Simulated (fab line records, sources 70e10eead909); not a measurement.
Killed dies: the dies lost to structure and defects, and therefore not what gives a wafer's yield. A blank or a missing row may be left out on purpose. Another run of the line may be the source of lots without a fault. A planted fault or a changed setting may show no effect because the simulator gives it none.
Chamber matching / flow nand-harc / NHARC_P_GATE_ETCH_32 on rie-si-01 has 4 sister chambers
The step etches the open film in HBr/Cl2, target depth 150 nm, time 100.1 s. 7 wafers are shown with their chamber, then 7 later ones without.

## WAFERS PAIRED WITH THEIR CHAMBERS
wafer=L080.2; chamber=0; drypump-motor-current-A (A)=5.9; oes-product-au (a.u.)=1.017
wafer=L080.3; chamber=1; drypump-motor-current-A (A)=5.1; oes-product-au (a.u.)=1.009
wafer=L081.3; chamber=0; drypump-motor-current-A (A)=5.9; oes-product-au (a.u.)=0.998
wafer=L081.4; chamber=2; drypump-motor-current-A (A)=6.1; oes-product-au (a.u.)=1.008
wafer=L081.5; chamber=3; drypump-motor-current-A (A)=6.7; oes-product-au (a.u.)=0.992
wafer=L084.1; chamber=1; drypump-motor-current-A (A)=5.2; oes-product-au (a.u.)=1.016
wafer=L084.2; chamber=2; drypump-motor-current-A (A)=6.1; oes-product-au (a.u.)=0.998

## WAFERS WHOSE CHAMBER IS MISSING
wafer=L084.4; drypump-motor-current-A (A)=6.7; oes-product-au (a.u.)=1.008
wafer=L086.1; drypump-motor-current-A (A)=5.9; oes-product-au (a.u.)=1.010
wafer=L086.3; drypump-motor-current-A (A)=6.1; oes-product-au (a.u.)=1.005
wafer=L086.4; drypump-motor-current-A (A)=5.1; oes-product-au (a.u.)=1.015
wafer=L088.4; drypump-motor-current-A (A)=6.7; oes-product-au (a.u.)=1.002
wafer=L088.5; drypump-motor-current-A (A)=5.1; oes-product-au (a.u.)=1.015
wafer=L088.6; drypump-motor-current-A (A)=5.9; oes-product-au (a.u.)=1.007

## WHICH CHAMBER EACH WENT THROUGH
wafer=L084.4; from the rows above=3; in truth=3
wafer=L086.1; from the rows above=0; in truth=0
wafer=L086.3; from the rows above=2; in truth=2
wafer=L086.4; from the rows above=1; in truth=1
wafer=L088.4; from the rows above=3; in truth=3
wafer=L088.5; from the rows above=1; in truth=1
wafer=L088.6; from the rows above=0; in truth=0
Correctly placed: 7 of 7. Number that these rows cannot place: 0. Number placed wrongly: 0.
How it was worked out, from the rows above alone: a wafer's distance from a chamber is the root of the sum, over the readings, of the square of ((its reading less the chamber's mean) divided by the reading's scatter). The wafer belongs to the nearest chamber; if the next one is less than 2 further off, it can't be placed. For every chamber, the mean is computed from those of its wafers that are shown. The scatter: take each reading less its chamber's mean, square it, sum over the shown wafers, divide by the number of wafers less the number of chambers, and take the root.
